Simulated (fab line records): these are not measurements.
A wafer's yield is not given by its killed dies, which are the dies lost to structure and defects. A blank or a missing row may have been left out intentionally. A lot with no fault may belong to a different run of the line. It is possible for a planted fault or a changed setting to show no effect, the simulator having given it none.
Code-filled problem report in 8D (eight disciplines) form | flow nand_harc | the parts of the form that need people (team, actions taken, sign-off) are left out

== 1. WHAT WENT WRONG ==
thk_nm at NHARC_A_ONON_D1_THK_MEAS_27 reads a mean of 478 nm on 2 wafers of 2 lots; wafers without a fault read 1000 nm with a standard deviation of 7.7. Relative to the usual mean, that is a shift of -68 standard deviations.
The step: measures by ellipsometry.
The first sign was on wafer L423.3 at day 12 16:55, on film_metro-01. The record holds 35 wafers of 12 lots with a number at this step. Rule for "out" (also "out of limits"): further than 4 standard deviations from the usual mean. The other wafers with a number count as sound.

== 2. WHAT IT IS, AND WHAT IT ISN'T ==
question                    | is                           | is not
which readings at this step | thk_nm                       | -
which lots                  | L423, L424                   | L412, L413, L414, L417, L420, L425, L427, L428, L431, L433
which wafers of those lots  | L423.3, L424.3               | L423.4, L424.4, L424.6
read on which gauges        | film_metro-01, film_metro-02 | -
when                        | from day 12 16:55            | up to then (16 sound wafers); but 17 sound wafers of L424, L425, L427, L428, L431, L433 came after

== 3. THE SUSPECTS, EACH WITH WHAT RULES IT OUT ==
Counting: if a tool at a process step up to the reading ran every lot that is out, it stays a suspect. Sound lots after the first of them don't rule it out here, since some wafers of a struck lot are sound.
- the gauge at NHARC_A_ONON_D1_THK_MEAS_27: ruled out. Those wafers that are out were read across 2 gauges (film_metro-01, film_metro-02).
- pecvd_onon-02 at NHARC_A_ONON_D1_DEP_25 (target thk 1000 nm): kept. Ran every lot that is out, first one L423 (day 12 16:31); last sound lot up to then L420 (day 11 13:49).
Remaining after the count: pecvd_onon-02 at NHARC_A_ONON_D1_DEP_25.

== 4. THE CAUSE (what the simulator had put in) ==
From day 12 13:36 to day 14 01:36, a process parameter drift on pecvd_onon-02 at NHARC_A_ONON_D1_DEP_25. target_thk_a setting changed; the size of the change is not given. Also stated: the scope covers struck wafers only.
After counting, this tool was the only one left.

== 5. THE EFFECT CHAIN, in route order ==
Each row: a reading where the mean over the struck wafers with a number is more than 3 standard deviations away from the usual. Scope: only readings with a usual standard deviation given in the record; hours: median across lots of the time from each lot's start at the first step in this table that gives one to its start at this step; sigmas: change in usual standard deviations.
hours | step                        | reading         | usual   | on struck wafers | change | sigmas
0     | NHARC_A_ONON_D1_THK_MEAS_27 | thk_nm          | 1000 nm | 478              | -522   | -68
401   | NHARC_END_SORT_01           | killed_at_array | 58      | 672              | +614   | +31
401   | NHARC_END_SORT_01           | killed_dies     | 63      | 677              | +614   | +31

== 6. WHAT WOULD HAVE CAUGHT IT SOONER ==
The first out-of-limits reading at a measuring or inspecting step in this record came at day 12 16:55, 3 hours after the fault's start at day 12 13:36.
Tool readings at NHARC_A_ONON_D1_DEP_25 with a usual standard deviation given in the record: none out on any struck wafer, hence no alarm at a limit of 4 standard deviations on them.
Of the lots that are out (2), L424 began NHARC_A_ONON_D1_DEP_25 on pecvd_onon-02 after day 12 16:55. Had the tool been put on hold then, it would have been spared.
